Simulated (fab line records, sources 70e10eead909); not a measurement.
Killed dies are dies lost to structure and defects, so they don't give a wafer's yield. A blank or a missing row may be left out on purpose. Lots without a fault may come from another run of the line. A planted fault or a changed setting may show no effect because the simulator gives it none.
fab line records | flow nand_harc
record lots=6 wafers=18 last_day=33
route steps=1302 shown A_ZERO_WELL@405 A_SOURCE_PLATE@413 A_ONON_D1@424 END@1302
lots that met no fault: from a run of the same line without faults
start_h: hours from the record's first day to the start of the lot's first wafer shown | wait_h: hours since the lot's step before | " the same as in the row above | L1.1+2: a row that stands for several wafers | - no value, or no start given | * or withheld: withheld | < > ~ a bound
route shown NAME@n: a module of which the file shows steps, and the number in the route of the first | usual: mean/standard deviation of fault-free wafers | same: alike in all rows | chamber/n: place in a boat | sites: the reading at each site | _std_site: their standard deviation | _edge_site: outer sites' mean less inner sites' | radius_mm: how far each site lies from the wafer's centre | mask NAME#n: copy n | behind: the tool/chamber that last shaped the wafer | hold: why the lot was held/for how many hours/how that ended | device: the transistor (n, p or np) that didn't switch | end of line: the same wafers' tests at the end of the route | a step without rows: its recipe alone | killed: dies lost to structure and defects at the first sort, not the wafer's yield | map: a wafer's dies, x killed, . not, _ none there
set.NAME: the setting as run; set.NAME@STEP: as run at that earlier step | model.NAME: the simulator's own value behind a step, which no gauge read
lots at some steps of the route; a table a step, a row a wafer
services: from which hour (start_h, from the record's first day; less than 0 if before it) a tool's chamber was out of use, for how many hours, and why
## steps
# step NHARC_A_ZERO_WELL_ETCH_13
# recipe target_depth_a=1200 time_s=40.1 hbr_flow_sccm=150 cl2_flow_sccm=50 rf_w=400 icp_w=400 bias_w=100 chemistry=HBr/Cl2
# usual drypump_motor_current_A=5.6/0.36 oes_product_au=0.999/0.01 throttle_valve_pct=26.405/0.0092
# columns lot.wafer tool chamber start_h wait_h drypump_motor_current_A oes_product_au rf_hours_counter_h throttle_valve_pct
L499.4 rie_si-03 2 150.14 - 6.0 1.013 0.7 26.406
L499.3 " 0 " " 5.7 1.000 0.7 26.406
L499.6 " 3 " " 5.0 0.997 - 26.392
L506.3 rie_si-04 1 223.33 - 5.4 1.003 0.4 26.407
L506.4 " 2 " " 5.3 0.996 0.3 26.392
L506.5 " 0 " " 6.3 1.001 - 26.401
L507.3 rie_si-05 2 230.02 - 5.9 1.020 0.6 26.428
L507.4 " 0 " " 5.6 1.016 0.5 26.411
L507.5 " 3 " " 5.2 1.001 - 26.386
L514.2 rie_si-04 0 301.85 - 6.3 0.994 0.8 26.413
L514.6 " 2 " " 5.3 0.991 - 26.413
L514.5 " 3 " " 5.6 1.006 - 26.393
L518.4 rie_si-05 0 340.59 - 5.6 0.984 0.1 26.408
L518.3 " 1 " " 5.6 1.007 0.1 26.399
L518.6 " 1 " " 5.6 1.001 - 26.419
L521.2 rie_si-03 3 364.52 - 5.0 0.982 1.0 26.404
L521.4 " 1 " " 5.2 0.982 0.8 26.405
L521.5 " 3 " " 5.0 0.996 - 26.386
# step NHARC_A_ZERO_WELL_STRIP_14
# recipe time_s=900 temp_c=130 chemistry=SPM
# step NHARC_A_ZERO_WELL_IMPLANT_15
# recipe energy_kev=150 dose_cm2=1e+13 tilt_deg=7
# step NHARC_A_ZERO_WELL_PRECLEAN_22
# recipe time_s=60 temp_c=50 bath_age_min=0 chemistry=SC1
# step NHARC_A_ZERO_WELL_SRD_23
# step NHARC_A_ZERO_WELL_RTA_16
# recipe temp_c=1000 time_s=10
# usual lamp_power_pct=34.7/2.2 wafer_temp_C_max=1005.4/0.98
# columns lot.wafer tool chamber start_h wait_h lamp_power_pct wafer_temp_C_max
L499.3 rtp_anneal-01 0 151.11 - 32.4 1003.9
L499.4 " 0 " " 32.4 1004.8
L499.6 " 0 " " 32.4 1004.5
L506.3 rtp_anneal-02 0 224.30 - 36.7 1006.2
L506.4 " 0 " " 36.8 1005.1
L506.5 " 0 " " 36.8 1004.8
L507.3 rtp_anneal-01 0 230.99 - 32.4 1005.4
L507.4 " 0 " " 32.4 1004.7
L507.5 " 0 " " 32.4 1007.1
L514.2 rtp_anneal-01 0 302.82 - 32.4 1005.3
L514.5 " 0 " " 32.4 1006.9
L514.6 " 0 " " 32.3 1004.1
L518.3 rtp_anneal-02 0 341.54 - 36.7 1005.6
L518.4 " 0 " " 36.7 1005.0
L518.6 " 0 " " 36.7 1006.6
L521.2 rtp_anneal-01 0 365.45 - 32.4 1004.7
L521.4 " 0 " " 32.4 1003.5
L521.5 " 0 " " 32.4 1006.0
# step NHARC_A_ZERO_WELL_INSPECT_17
# usual raw_defect_count=9/4.9
# columns lot.wafer tool chamber start_h wait_h raw_defect_count
L499.3 defect_inspect-02 - 151.25 0.1 4
L499.4 " - " " 11
L499.6 " - " " 8
L506.3 defect_inspect-01 - 224.44 0.1 9
L506.4 " - " " 24
L506.5 " - " " 7
L507.3 defect_inspect-02 - 231.13 0.1 7
L507.4 " - " " 10
L507.5 " - " " 9
L514.2 defect_inspect-01 - 302.99 0.1 9
L514.5 " - " " 3
L514.6 " - " " 8
L518.3 defect_inspect-01 - 341.68 0.1 11
L518.4 " - " " 9
L518.6 " - " " 2
L521.2 defect_inspect-02 - 365.62 0.1 13
L521.4 " - " " 9
L521.5 " - " " 16
# step NHARC_A_SOURCE_PLATE_PRECLEAN_00
# recipe time_s=60 chemistry=HF-LAST
# step NHARC_A_SOURCE_PLATE_SRD_01
# step NHARC_A_SOURCE_PLATE_OXIDE_02
# recipe target_thk_a=100 temp_c=900 ox_time_s=1362 material=SiO2
# step NHARC_A_SOURCE_PLATE_THK_MEAS_09
# recipe thk_meas_gauge=ellipsometry
# usual thk_nm=9.7/1.1
# columns lot.wafer tool chamber start_h wait_h thk_nm
L499.3 film_metro-01 - 158.23 0.4 9.8
L499.4 " - " " 9.8
L499.6 " - " " 9.9
L506.3 film_metro-02 - 231.71 0.4 9.3
L506.4 " - " " 10.9
L506.5 " - " " 11.5
L507.3 film_metro-02 - 237.94 0.4 10.4
L507.4 " - " " 7.2
L507.5 " - " " 9.4
L514.2 film_metro-02 - 313.39 0.4 11.0
L514.5 " - " " 9.3
L514.6 " - " " 8.2
L518.3 film_metro-01 - 346.34 0.4 8.9
L518.4 " - " " 9.9
L518.6 " - " " 9.7
L521.2 film_metro-02 - 372.44 0.4 10.1
L521.4 " - " " 9.8
L521.5 " - " " 9.9
# step NHARC_A_SOURCE_PLATE_PVD_04
# recipe target_thk_a=500 material=WSi2
# columns lot.wafer tool chamber start_h wait_h
L499.3+4+6 pvd_sputter-03 - 158.32 0.1
L506.4+3+5 pvd_sputter-03 - 231.77 0.1
L507.3+4+5 pvd_sputter-03 - 238.01 0.1
L514.2+6+5 pvd_sputter-01 - 313.45 0.1
L518.3+4+6 pvd_sputter-02 - 346.41 0.1
L521.2+4+5 pvd_sputter-02 - 372.50 0.1
# step NHARC_A_SOURCE_PLATE_CVD_03
# recipe target_thk_a=2000 temp_c=620 pressure_mtorr=200 time_s=4000 material=poly-Si
# step NHARC_A_SOURCE_PLATE_ANNEAL_05
# recipe temp_c=850 time_s=1800
# step NHARC_A_SOURCE_PLATE_THK_MEAS_06
# recipe thk_meas_gauge=ellipsometry
# usual thk_nm=200.6/2.3
# columns lot.wafer tool chamber start_h wait_h thk_nm
L499.3 film_metro-02 - 172.34 0.4 200.4
L499.4 " - " " 199.9
L499.6 " - " " 201.0
L506.3 film_metro-02 - 244.18 0.4 201.7
L506.4 " - " " 200.8
L506.5 " - " " 202.9
L507.3 film_metro-02 - 254.02 0.4 200.1
L507.4 " - " " 197.5
L507.5 " - " " 195.0
L514.2 film_metro-01 - 325.95 0.4 196.6
L514.5 " - " " 197.2
L514.6 " - " " 198.0
L518.3 film_metro-02 - 359.27 0.4 198.7
L518.4 " - " " 199.4
L518.6 " - " " 200.1
L521.2 film_metro-01 - 385.53 0.4 202.4
L521.4 " - " " 201.9
L521.5 " - " " 201.9
# step NHARC_A_SOURCE_PLATE_INSPECT_08
# usual raw_defect_count=56/24
# columns lot.wafer tool chamber start_h wait_h raw_defect_count
L499.3 defect_inspect-02 - 172.43 0.1 41
L499.4 " - " " 60
L499.6 " - " " 43
L506.3 defect_inspect-01 - 244.29 0.0 38
L506.4 " - " " 40
L506.5 " - " " 47
L507.3 defect_inspect-01 - 254.08 0.0 51
L507.4 " - " " 35
L507.5 " - " " 52
L514.2 defect_inspect-02 - 326.02 0.0 55
L514.5 " - " " 73
L514.6 " - " " 52
L518.3 defect_inspect-01 - 359.38 0.0 77
L518.4 " - " " 63
L518.6 " - " " 86
L521.2 defect_inspect-02 - 385.60 0.0 117
L521.4 " - " " 42
L521.5 " - " " 57
# step NHARC_A_ONON_D1_DEP_00
# recipe target_thk_a=10000 n2_flow_sccm=2750 n2o_flow_sccm=2000 nh3_flow_sccm=500 sih4_flow_sccm=210 temp_c=400
# step NHARC_A_ONON_D1_THK_MEAS_02
# recipe thk_meas_gauge=ellipsometry
# usual thk_nm=1000/8.4
# columns lot.wafer tool chamber start_h wait_h thk_nm
L499.3 film_metro-02 - 173.01 - 1020
L499.4 " - " " 1021
L499.6 " - " " 1021
L506.3 film_metro-02 - 244.87 - 982
L506.4 " - " " 983
L506.5 " - " " 981
L507.3 film_metro-02 - 254.66 - 1008
L507.4 " - " " 1010
L507.5 " - " " 1010
L514.2 film_metro-01 - 326.59 - 994
L514.5 " - " " 994
L514.6 " - " " 995
L518.3 film_metro-01 - 359.96 - 1001
L518.4 " - " " 1001
L518.6 " - " " 1001
L521.2 film_metro-01 - 386.17 - 992
L521.4 " - " " 990
L521.5 " - " " 992
# step NHARC_A_ONON_D1_DEP_03
# recipe target_thk_a=10000 n2_flow_sccm=2750 n2o_flow_sccm=2000 nh3_flow_sccm=500 sih4_flow_sccm=210 temp_c=400
# step NHARC_A_ONON_D1_THK_MEAS_05
# recipe thk_meas_gauge=ellipsometry
# usual thk_nm=1002/10
# columns lot.wafer tool chamber start_h wait_h thk_nm
L499.3 film_metro-02 - 173.58 - 1000
L499.4 " - " " 999
L499.6 " - " " 999
L506.3 film_metro-01 - 245.43 - 1004
L506.4 " - " " 1005
L506.5 " - " " 1006
L507.3 film_metro-01 - 255.23 - 997
L507.4 " - " " 996
L507.5 " - " " 997
L514.2 film_metro-01 - 327.15 - 989
L514.5 " - " " 989
L514.6 " - " " 988
L518.3 film_metro-02 - 360.53 - 981
L518.4 " - " " 981
L518.6 " - " " 980
L521.2 film_metro-01 - 386.74 - 1014
L521.4 " - " " 1017
L521.5 " - " " 1015
# step NHARC_A_ONON_D1_DEP_06
# recipe target_thk_a=10000 n2_flow_sccm=2750 n2o_flow_sccm=2000 nh3_flow_sccm=500 sih4_flow_sccm=210 temp_c=400
# step NHARC_A_ONON_D1_THK_MEAS_08
# recipe thk_meas_gauge=ellipsometry
# usual thk_nm=997/11
# columns lot.wafer tool chamber start_h wait_h thk_nm
L499.3 film_metro-02 - 174.15 - 994
L499.4 " - " " 995
L499.6 " - " " 994
L506.3 film_metro-01 - 246.00 - 983
L506.4 " - " " 983
L506.5 " - " " 984
L507.3 film_metro-02 - 255.79 - 1002
L507.4 " - " " 1000
L507.5 " - " " 998
L514.2 film_metro-01 - 327.72 - 1001
L514.5 " - " " 1002
L514.6 " - " " 1002
L518.3 film_metro-02 - 361.10 - 992
L518.4 " - " " 992
L518.6 " - " " 993
L521.2 film_metro-01 - 387.32 - 995
L521.4 " - " " 996
L521.5 " - " " 996
# step NHARC_A_ONON_D1_DEP_09
# recipe target_thk_a=10000 n2_flow_sccm=2750 n2o_flow_sccm=2000 nh3_flow_sccm=500 sih4_flow_sccm=210 temp_c=400
# step NHARC_A_ONON_D1_THK_MEAS_11
# recipe thk_meas_gauge=ellipsometry
# usual thk_nm=1000/7.6
# columns lot.wafer tool chamber start_h wait_h thk_nm
L499.3 film_metro-02 - 174.71 - 1010
L499.4 " - " " 1009
L499.6 " - " " 1010
L506.3 film_metro-01 - 246.56 - 1008
L506.4 " - " " 1006
L506.5 " - " " 1007
L507.3 film_metro-02 - 256.36 - 1006
L507.4 " - " " 1007
L507.5 " - " " 1005
L514.2 film_metro-02 - 328.29 - 1008
L514.5 " - " " 1007
L514.6 " - " " 1009
L518.3 film_metro-01 - 361.67 - 996
L518.4 " - " " 995
L518.6 " - " " 996
L521.2 film_metro-01 - 387.88 - 1016
L521.4 " - " " 1015
L521.5 " - " " 1015
# step NHARC_A_ONON_D1_DEP_12
# recipe target_thk_a=10000 n2_flow_sccm=2750 n2o_flow_sccm=2000 nh3_flow_sccm=500 sih4_flow_sccm=210 temp_c=400
# step NHARC_A_ONON_D1_THK_MEAS_14
# recipe thk_meas_gauge=ellipsometry
# usual thk_nm=1001/13
# columns lot.wafer tool chamber start_h wait_h thk_nm
L499.3 film_metro-02 - 175.28 - 1005
L499.4 " - " " 1003
L499.6 " - " " 1003
L506.3 film_metro-01 - 247.12 - 986
L506.4 " - " " 988
L506.5 " - " " 986
L507.3 film_metro-02 - 256.92 - 974
L507.4 " - " " 973
L507.5 " - " " 974
L514.2 film_metro-01 - 328.86 - 991
L514.5 " - " " 990
L514.6 " - " " 991
L518.3 film_metro-01 - 362.23 - 1014
L518.4 " - " " 1012
L518.6 " - " " 1011
L521.2 film_metro-01 - 388.45 - 998
L521.4 " - " " 1001
L521.5 " - " " 998
# step NHARC_A_ONON_D1_ANNEAL_15
# recipe temp_c=750 time_s=3600
# step NHARC_A_ONON_D1_DEP_16
# recipe target_thk_a=10000 n2_flow_sccm=2750 n2o_flow_sccm=2000 nh3_flow_sccm=500 sih4_flow_sccm=210 temp_c=400
# step NHARC_A_ONON_D1_THK_MEAS_18
# recipe thk_meas_gauge=ellipsometry
# usual thk_nm=1002/11
# columns lot.wafer tool chamber start_h wait_h thk_nm
L499.3 film_metro-02 - 182.96 - 1001
L499.4 " - " " 1001
L499.6 " - " " 1002
L506.3 film_metro-01 - 254.89 - 1010
L506.4 " - " " 1011
L506.5 " - " " 1010
L507.3 film_metro-02 - 268.14 - 994
L507.4 " - " " 995
L507.5 " - " " 995
L514.2 film_metro-01 - 339.08 - 993
L514.5 " - " " 995
L514.6 " - " " 994
L518.3 film_metro-02 - 368.19 - 1002
L518.4 " - " " 1001
L518.6 " - " " 999
L521.2 film_metro-01 - 396.25 - 1004
L521.4 " - " " 1003
L521.5 " - " " 1003
# step NHARC_A_ONON_D1_DEP_19
# recipe target_thk_a=10000 n2_flow_sccm=2750 n2o_flow_sccm=2000 nh3_flow_sccm=500 sih4_flow_sccm=210 temp_c=400
# step NHARC_A_ONON_D1_THK_MEAS_21
# recipe thk_meas_gauge=ellipsometry
# usual thk_nm=999/11
# columns lot.wafer tool chamber start_h wait_h thk_nm
L499.3 film_metro-01 - 183.52 - 989
L499.4 " - " " 989
L499.6 " - " " 990
L506.3 film_metro-02 - 255.46 - 1015
L506.4 " - " " 1015
L506.5 " - " " 1015
L507.3 film_metro-02 - 268.72 - 1002
L507.4 " - " " 1001
L507.5 " - " " 1002
L514.2 film_metro-02 - 339.65 - 975
L514.5 " - " " 974
L514.6 " - " " 976
L518.3 film_metro-02 - 368.77 - 990
L518.4 " - " " 991
L518.6 " - " " 990
L521.2 film_metro-02 - 396.82 - 993
L521.4 " - " " 995
L521.5 " - " " 996
# step NHARC_A_ONON_D1_DEP_22
# recipe target_thk_a=10000 n2_flow_sccm=2750 n2o_flow_sccm=2000 nh3_flow_sccm=500 sih4_flow_sccm=210 temp_c=400
# step NHARC_A_ONON_D1_THK_MEAS_24
# recipe thk_meas_gauge=ellipsometry
# usual thk_nm=999/10
# columns lot.wafer tool chamber start_h wait_h thk_nm
L499.3 film_metro-01 - 184.08 - 987
L499.4 " - " " 987
L499.6 " - " " 986
L506.3 film_metro-02 - 256.03 - 1008
L506.4 " - " " 1006
L506.5 " - " " 1005
L507.3 film_metro-01 - 269.28 - 1002
L507.4 " - " " 1005
L507.5 " - " " 1004
L514.2 film_metro-01 - 340.25 - 1004
L514.5 " - " " 1004
L514.6 " - " " 1003
L518.3 film_metro-02 - 369.34 - 1001
L518.4 " - " " 1002
L518.6 " - " " 1002
L521.2 film_metro-02 - 397.38 - 1002
L521.4 " - " " 1003
L521.5 " - " " 1002
# step NHARC_A_ONON_D1_DEP_25
# recipe target_thk_a=10000 n2_flow_sccm=2750 n2o_flow_sccm=2000 nh3_flow_sccm=500 sih4_flow_sccm=210 temp_c=400
# step NHARC_A_ONON_D1_THK_MEAS_27
# recipe thk_meas_gauge=ellipsometry
# usual thk_nm=999/7.7
# columns lot.wafer tool chamber start_h wait_h thk_nm
L499.3 film_metro-02 - 184.65 - 1008
L499.4 " - " " 1006
L499.6 " - " " 1007
L506.3 film_metro-01 - 256.60 - 999
L506.4 " - " " 999
L506.5 " - " " 998
L507.3 film_metro-02 - 269.85 - 992
L507.4 " - " " 992
L507.5 " - " " 995
L514.2 film_metro-02 - 340.82 - 991
L514.5 " - " " 991
L514.6 " - " " 991
L518.3 film_metro-02 - 369.91 - 1014
L518.4 " - " " 1015
L518.6 " - " " 1014
L521.2 film_metro-01 - 397.95 - 996
L521.4 " - " " 994
L521.5 " - " " 994
# step NHARC_A_ONON_D1_DEP_28
# recipe target_thk_a=10000 n2_flow_sccm=2750 n2o_flow_sccm=2000 nh3_flow_sccm=500 sih4_flow_sccm=210 temp_c=400
# step NHARC_A_ONON_D1_THK_MEAS_30
# recipe thk_meas_gauge=ellipsometry
# usual thk_nm=1002/9.6
# columns lot.wafer tool chamber start_h wait_h thk_nm
L499.3 film_metro-01 - 185.22 - 981
L499.4 " - " " 983
L499.6 " - " " 981
L506.3 film_metro-01 - 257.17 - 1020
L506.4 " - " " 1022
L506.5 " - " " 1022
L507.3 film_metro-01 - 270.42 - 1002
L507.4 " - " " 1003
L507.5 " - " " 1005
L514.2 film_metro-01 - 341.38 - 998
L514.5 " - " " 1001
L514.6 " - " " 1000
L518.3 film_metro-01 - 370.47 - 1010
L518.4 " - " " 1009
L518.6 " - " " 1010
L521.2 film_metro-01 - 398.52 - 1009
L521.4 " - " " 1013
L521.5 " - " " 1009
# step NHARC_A_ONON_D1_DEP_33
# recipe target_thk_a=2000 temp_c=400 pressure_torr=6.5 rf_w=900 teos_flow_sccm=161.4 flow_sccm=2650 target_thk_nm=200 gas=O2 material=SiO2
# usual chamber_pressure_Torr=6.500/0.013 heater_power_w=526/120 mfc_precursor_sccm=161.4/0.44 throttle_valve_pct=16.05/0.27
# columns lot.wafer tool chamber start_h wait_h chamber_pressure_Torr heater_power_w mfc_precursor_sccm throttle_valve_pct
L499.3 pecvd-01 1 185.27 0.1 6.506 488 161.8 15.75
L499.6 " 1 " " 6.521 527 161.6 15.87
L499.4 " 2 " " 6.515 346 161.9 15.98
L506.3 pecvd-01 1 257.27 0.1 6.486 655 161.1 16.20
L506.4 " 1 " " 6.506 661 161.0 16.33
L506.5 " 2 " " 6.509 327 160.9 16.05
L507.3 pecvd-03 2 270.60 0.2 6.489 674 161.0 16.42
L507.4 " 0 " " 6.500 419 161.4 15.65
L507.5 " 1 " " 6.511 464 161.1 15.88
L514.2 pecvd-01 2 341.44 0.1 6.479 388 161.4 15.77
L514.5 " 2 " " 6.516 397 161.1 15.63
L514.6 " 1 " " 6.489 588 161.8 16.27
L518.3 pecvd-01 0 370.97 0.5 6.503 611 161.5 15.56
L518.4 " 0 " " 6.499 597 160.9 15.95
L518.6 " 2 " " 6.493 389 161.8 15.94
L521.2 pecvd-01 1 398.66 0.1 6.500 582 161.1 16.43
L521.5 " 2 " " 6.506 324 161.9 15.62
L521.4 " 0 " " 6.501 592 161.4 15.81
# step NHARC_END_SORT_01
# recipe temp_c=25
# usual killed_at_array=47/18 killed_at_other=0.9/1.1 killed_at_periphery=4/3.1 killed_dies=52/18 killed_open=3.1/1.5 killed_short=2.4/1.5
# same gross_dies=677
# columns lot.wafer tool chamber start_h wait_h killed_at_array killed_at_other killed_at_periphery killed_dies killed_open killed_short
L499.3 prober-01 0 570.47 3.1 41 2 5 48 2 2
L499.4 prober-01 0 571.28 3.4 50 0 5 55 4 4
L499.6 prober-01 0 572.89 4.0 48 3 4 55 5 4
L506.3 prober-01 0 641.19 3.1 217 0 6 223 1 3
L506.4 prober-01 0 641.97 3.4 206 0 11 217 5 2
L506.5 prober-01 0 642.76 3.7 194 1 8 203 5 4
L507.3 prober-02 0 654.77 3.1 179 1 4 184 5 3
L507.4 prober-02 0 655.57 3.4 174 0 3 177 2 1
L507.5 prober-02 0 656.36 3.7 189 1 2 192 2 1
L514.2 prober-01 0 714.86 2.8 47 1 3 51 2 2
L514.5 prober-01 0 717.30 3.8 45 5 3 53 3 3
L514.6 prober-01 0 718.12 4.1 39 2 1 42 2 3
L518.3 prober-02 0 775.76 3.1 65 4 5 74 3 2
L518.4 prober-02 0 776.55 3.4 53 3 4 60 2 1
L518.6 prober-02 0 778.13 4.0 59 3 4 66 5 2
# killed by level:class
L499.3 A_CHANNEL_HOLE_D1:chamber_film_flake=17 A_CHANNEL_HOLE_D2:chamber_film_flake=8 A_STAIRCASE:chamber_film_flake=6 P_GATE:chamber_film_flake=3 A_CONTACT:chamber_film_flake=3 A_CHANNEL_HOLE_D1:geometric_particle:short=2 P_STI:chamber_film_flake=2 A_DECK1_JOINT:chamber_film_flake=2
L499.4 A_CHANNEL_HOLE_D1:chamber_film_flake=25 A_CHANNEL_HOLE_D2:chamber_film_flake=7 A_DECK1_JOINT:chamber_film_flake=4 P_STI:chamber_film_flake=3 A_STAIRCASE:chamber_film_flake=3 A_WL_FILL:chamber_film_flake=2 P_CONTACT:geometric_particle:short=1 P_CONTACT:geometric_particle:open=1
L499.6 A_CHANNEL_HOLE_D1:chamber_film_flake=34 A_WL_FILL:geometric_particle:open=3 A_CHANNEL_HOLE_D2:chamber_film_flake=3 THIN_TSV:chamber_film_flake=3 A_WL_FILL:geometric_particle:short=2 A_STAIRCASE:chamber_film_flake=2 P_M0:geometric_particle:open=1 A_ONON_D2:geometric_particle:short=1
L506.3 A_SOURCE_PLATE:area_pvd=141 A_CHANNEL_HOLE_D2:chamber_film_flake=33 A_SLIT:chamber_film_flake=23 A_CONTACT:chamber_film_flake=10 P_CONTACT:chamber_film_flake=3 A_M1:chamber_film_flake=3 P_STI:chamber_film_flake=2 P_CONTACT:geometric_particle:short=1
L506.4 A_SOURCE_PLATE:area_pvd=138 A_SLIT:chamber_film_flake=26 A_CHANNEL_HOLE_D2:chamber_film_flake=16 A_CONTACT:chamber_film_flake=6 P_STI:chamber_film_flake=5 P_CONTACT:chamber_film_flake=5 A_DECK1_JOINT:chamber_film_flake=5 A_WL_FILL:geometric_particle:open=2
L506.5 A_SOURCE_PLATE:area_pvd=131 A_SLIT:chamber_film_flake=25 A_CHANNEL_HOLE_D2:chamber_film_flake=13 P_CONTACT:chamber_film_flake=5 A_CONTACT:chamber_film_flake=5 A_CHANNEL_HOLE_D1:chamber_film_flake=3 A_CHANNEL_FILL_D2:chamber_film_flake=3 P_STI:chamber_film_flake=2
L507.3 A_SOURCE_PLATE:area_pvd=148 A_CHANNEL_HOLE_D2:chamber_film_flake=11 A_BLC:chamber_film_flake=5 A_M0:geometric_particle:open=2 P_ZERO_WELL:chamber_film_flake=2 P_CONTACT:chamber_film_flake=2 A_CHANNEL_HOLE_D1:chamber_film_flake=2 A_CONTACT:chamber_film_flake=2
L507.4 A_SOURCE_PLATE:area_pvd=150 A_CHANNEL_HOLE_D1:chamber_film_flake=5 A_CHANNEL_HOLE_D2:chamber_film_flake=5 A_CONTACT:chamber_film_flake=5 A_STAIRCASE:chamber_film_flake=3 P_ZERO_WELL:chamber_film_flake=2 A_WL_FILL:chamber_film_flake=2 P_CONTACT:geometric_particle:open=1
L507.5 A_SOURCE_PLATE:area_pvd=153 A_CHANNEL_HOLE_D2:chamber_film_flake=11 A_BLC:chamber_film_flake=8 A_CHANNEL_HOLE_D1:chamber_film_flake=6 A_CONTACT:chamber_film_flake=4 A_SLIT:chamber_film_flake=3 P_M0:geometric_particle:open=1 A_WL_FILL:geometric_particle:short=1
L514.2 A_CHANNEL_HOLE_D2:chamber_film_flake=17 A_SLIT:chamber_film_flake=9 A_CHANNEL_HOLE_D1:chamber_film_flake=9 A_CHANNEL_FILL_D2:chamber_film_flake=3 A_CONTACT:chamber_film_flake=2 P_M1:geometric_particle:short=1 A_CHANNEL_HOLE_D2:geometric_particle:open=1 A_WL_FILL:geometric_particle:short=1
L514.5 A_CHANNEL_HOLE_D2:chamber_film_flake=17 A_CHANNEL_HOLE_D1:chamber_film_flake=11 A_SLIT:chamber_film_flake=4 THIN_TSV:chamber_film_flake=4 P_GATE:chamber_film_flake=3 A_STAIRCASE:chamber_film_flake=3 A_CHANNEL_FILL_D2:chamber_film_flake=2 A_ONON_D1:geometric_particle:short=1
L514.6 A_CHANNEL_HOLE_D2:chamber_film_flake=15 A_CHANNEL_HOLE_D1:chamber_film_flake=11 A_STAIRCASE:chamber_film_flake=4 A_CONTACT:chamber_film_flake=3 THIN_TSV:chamber_film_flake=2 P_STI:geometric_particle:open=1 A_CHANNEL_FILL_D1:geometric_particle:short=1 A_DECK1_JOINT:geometric_particle:short=1
L518.3 A_SLIT:chamber_film_flake=31 A_CHANNEL_HOLE_D1:chamber_film_flake=8 A_CHANNEL_HOLE_D2:chamber_film_flake=8 A_STAIRCASE:chamber_film_flake=6 THIN_TSV:chamber_film_flake=4 A_CHANNEL_FILL_D1:chamber_film_flake=3 P_ZERO_WELL:chamber_film_flake=2 P_GATE:chamber_film_flake=2
L518.4 A_SLIT:chamber_film_flake=22 A_CHANNEL_HOLE_D1:chamber_film_flake=14 A_CHANNEL_HOLE_D2:chamber_film_flake=5 A_STAIRCASE:chamber_film_flake=4 THIN_TSV:chamber_film_flake=3 P_STI:chamber_film_flake=2 A_SGD_CUT:chamber_film_flake=2 A_WL_FILL:chamber_film_flake=2
L518.6 A_SLIT:chamber_film_flake=19 A_CHANNEL_HOLE_D1:chamber_film_flake=13 A_STAIRCASE:chamber_film_flake=7 A_CHANNEL_HOLE_D2:chamber_film_flake=5 A_SGD_CUT:chamber_film_flake=4 A_CHANNEL_FILL_D1:chamber_film_flake=3 A_CONTACT:geometric_particle:open=2 A_M0:geometric_particle:open=2
# map L506.3 (x killed, . not)
____________x____________
_________x.xxx.x_________
_______xx.xx.x...x_______
______xx..x...xx.xx______
_____xx...x...x.x..x_____
____..x....x.....x..x____
____.xx.x.....xx..xxx____
___..................x___
___..x.x.........x...x___
__xxx.x.......x.......x__
__................x...x__
_xx..xx...........x....._
_.xx.............x....xx_
_xx..................x.x_
_x......................_
_x...............x...x.._
xx..x...............xx..x
xx...x..................x
xx.................x..x..
.x....................x.x
x.xx.x.x..x......x..xx..x
_..............x......x._
_......................x_
_.x.x................xxx_
_..xx....x.x....x..x.x.x_
_xx..xx.....xxxx....x.xx_
__xxx..xxxxxxxxx...x.xx__
__x.x.....xxx.xxx..xxxx__
___..x.....xx.xx.xxxxx___
___xx.x.x..xxxxx..xxxx___
____.x..xx..x.x.xx.xx____
____....x.x.x.x..xxxx____
_____.xx.xxxxx.x..xx_____
______.xxx..xxxx.xx______
_______xx....xxxxx_______
_________xxxxxxx_________
____________x____________
# map L507.5 (x killed, . not)
____________.____________
_________......._________
_______..........._______
______.xx..........______
_____.x..x.........._____
____....x.....x......____
____x.......xx.......____
___.x..x..............___
___....x..............___
__.x...................__
__xx...xx.....x...x....__
_.x..x.xx.x............._
_xxxxx...x.............._
_x..x.x................._
_xx.xx.x.xx...x....x...._
_x.........x............_
xx.x.x.......x...........
xxxx.x....x..............
xxxx.xx................x.
xxxxx...x..x..........x..
.x.......x....x..........
_.x.xxx.xx.x..x.x......._
_xxxx.x..x.x............_
_xx..x.x.xxx..x....x...._
_xx.xxxxx............xx._
_xx.x.x.xx.x.....x..x..x_
__xxx...x.xx...x.....xx__
__xx.xx.xxx....x....x..__
___.xxx..xx.xx.....xx.___
___..x.xxx..xx.x.....x___
____xxxxx..x.xx......____
____xxxx.xxx.xx..x.xx____
_____xx.xx.xx..x...._____
______xxxx.....x...______
_______xxxx......._______
_________x.x.x.._________
____________x____________
## services
# columns tool chamber start_h hours kind
rie_si-05 - 128.00 9.0 pm
pecvd-01 - 130.00 13.0 pm
rie_si-03 3 130.55 15.9 repair
pvd_sputter-02 - 157.18 0.9 repair
rie_si-04 - 165.00 9.0 pm
pvd_sputter-03 - 170.08 10.0 pm
pecvd-03 - 176.27 0.2 repair
pecvd-03 - 185.00 13.0 pm
rie_si-05 2 198.52 6.1 repair
pecvd-03 - 202.06 16.3 repair
rie_si-03 - 221.00 9.0 pm
rie_si-05 0 226.65 2.4 repair
pvd_sputter-02 - 239.30 0.6 repair
rie_si-03 - 248.23 0.6 repair
rie_si-05 3 263.69 7.1 repair
pvd_sputter-02 - 282.00 10.0 pm
pvd_sputter-03 - 297.75 0.8 repair
rie_si-05 - 305.00 9.0 pm
pecvd-01 - 311.00 13.0 pm
rie_si-04 - 342.00 9.0 pm
pvd_sputter-03 - 348.08 10.0 pm
rtp_anneal-01 - 372.13 12.0 pm
pvd_sputter-03 - 395.73 0.7 repair
rie_si-03 - 398.00 9.0 pm
## key
first_sign step=NHARC_END_SORT_01 reading=killed_at_array direction=up sigmas=8.3 usual=47 struck=193
effect step=NHARC_END_SORT_01 reading=killed_dies direction=up sigmas=8.1 usual=52 struck=199
more_kills_born_at NHARC_A_SOURCE_PLATE_PVD_04@pvd_sputter-03=861
met_at NHARC_A_SOURCE_PLATE_PVD_04
struck_wafers L506.3,L506.4,L506.5,L507.3,L507.4,L507.5
tester_left_out L506,L507
onset_between 158.32 231.77
fault kind=skipped_step_whole tool=pvd_sputter-03 chamber=- onset_h=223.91 steps=NHARC_A_SOURCE_PLATE_PVD_04 scope=struck_lots_only
# tester_left_out: of these lots the tester's yield and bins aren't shown, on N5 and GAA mostly nor the transistor test; their killed dies are dies lost to structure and defects alone, not to doping, threshold or leakage, so they don't give the yield
